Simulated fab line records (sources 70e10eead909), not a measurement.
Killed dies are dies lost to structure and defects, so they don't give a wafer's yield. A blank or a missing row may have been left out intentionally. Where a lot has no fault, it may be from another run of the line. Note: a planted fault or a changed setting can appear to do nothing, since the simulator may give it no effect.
Which tool is to blame? | flow nandHarc | 33 wafers from 11 lots sampled at 5 of the route's 1302 steps

WHAT THE GAUGES READ, wafer by wafer
NHARC_END_SORT_01.
lot  | measured     | on        | defectLimitedYield (%)
L441 | day 24 17:19 | prober-01 | 91.1 90.4 90.4
L449 | day 27 23:02 | prober-02 | 96.0 95.6 93.5
L455 | day 31 13:55 | prober-02 | 93.6 95.6 95.4
L457 | day 31 09:53 | prober-01 | 90.4 90.0 88.6

TOOL THAT RAN EACH LOT (tool first, then ch and the chambers of the sampled wafers, then the start)
lot  | NHARC_P_M1_ETCH_15                           | NHARC_P_M1_ANNEAL_31            | NHARC_P_M2_SOFTBAKE_04           | NHARC_P_M2_ETCH_35
L441 | rieDiel-01 ch 0,3, day 6 20:41 or earlier    | rtpAnneal-02 ch 0, day 6 20:41  | lithoTrack-06 ch 0, day 6 22:00  | rieDiel-03 ch 1,2,3, day 6 23:07
L443 | rieDiel-12 ch 0,2,3, day 7 10:30 or earlier  | rtpAnneal-01 ch 0, day 7 10:30  | lithoTrack-04 ch 0, day 7 12:00  | rieDiel-03 ch 0,1,2, day 7 12:59
L444 | rieDiel-12 ch 0,2,3, day 8 00:31 or earlier  | rtpAnneal-02 ch 0, day 8 00:31  | lithoTrack-06 ch 0, day 8 02:00  | rieDiel-03 ch 0,2, day 8 03:05
L449 | rieDiel-12 ch 0,2,3, day 10 03:16 or earlier | rtpAnneal-01 ch 0, day 10 03:16 | lithoTrack-01 ch 0, day 10 05:00 | rieDiel-03 ch 0,1,3, day 10 05:42
L455 | rieDiel-08 ch 0,1,3, day 12 23:53 or earlier | rtpAnneal-02 ch 0, day 12 23:53 | lithoTrack-06 ch 0, day 13 01:00 | rieDiel-11 ch 0,2,3, day 13 02:19
L457 | rieDiel-12 ch 0,2, day 13 10:47 or earlier   | rtpAnneal-02 ch 0, day 13 10:47 | lithoTrack-01 ch 0, day 13 12:00 | rieDiel-03 ch 0,2,3, day 13 13:08
L458 | rieDiel-12 ch 0,3, day 14 04:26 or earlier   | rtpAnneal-01 ch 0, day 14 04:26 | lithoTrack-04 ch 0, day 14 06:00 | rieDiel-06 ch 0,1,2, day 14 06:49
L460 | rieDiel-12 ch 0,3, day 14 11:31 or earlier   | rtpAnneal-01 ch 0, day 14 11:31 | lithoTrack-06 ch 0, day 14 13:00 | rieDiel-03 ch 0,1,2, day 14 14:00
L459 | rieDiel-01 ch 0,3, day 14 11:59 or earlier   | rtpAnneal-02 ch 0, day 14 11:59 | lithoTrack-01 ch 0, day 14 13:00 | rieDiel-11 ch 1,2,3, day 14 14:23
L461 | rieDiel-01 ch 0,3, day 14 22:47 or earlier   | rtpAnneal-01 ch 0, day 14 22:47 | lithoTrack-06 ch 0, day 15 00:00 | rieDiel-03 ch 0,1, day 15 01:14
L463 | rieDiel-01 ch 0,1,3, day 15 18:56 or earlier | rtpAnneal-01 ch 0, day 15 18:56 | lithoTrack-01 ch 0, day 15 20:00 | rieDiel-11 ch 1,2,3, day 15 21:18
- NHARC_P_M1_ETCH_15: etches the open film in C4F8/Ar, target depth 182.5 nm, time 91.2 s.
- NHARC_P_M1_ANNEAL_31: time 90 s.
- NHARC_P_M2_SOFTBAKE_04: time 55 s.
- NHARC_P_M2_ETCH_35: etches the open film in N2/H2, target depth 40 nm, overetch 12 nm, time 43.94 s.

THE ANSWER, worked out from the rows above alone
Rule: the usual values come from the lots themselves. The widest of any qualifying gaps counts: lots, ordered by their means at a reading, are off when they make up no more than a third of the lots, leave a main group of 4 or more, and stand apart from it by 3 or more times the standard deviation of that group's means. Not used: any main group whose means are identical at the precision the tables above print for the reading. A lot without any number at a reading at which 4 lots or more have one is off too. Any other lot the step has rows for is counted as sound.
Nothing can be told from this: no lot is off at any reading shown.

WHAT WAS PUT IN BY THE SIMULATOR
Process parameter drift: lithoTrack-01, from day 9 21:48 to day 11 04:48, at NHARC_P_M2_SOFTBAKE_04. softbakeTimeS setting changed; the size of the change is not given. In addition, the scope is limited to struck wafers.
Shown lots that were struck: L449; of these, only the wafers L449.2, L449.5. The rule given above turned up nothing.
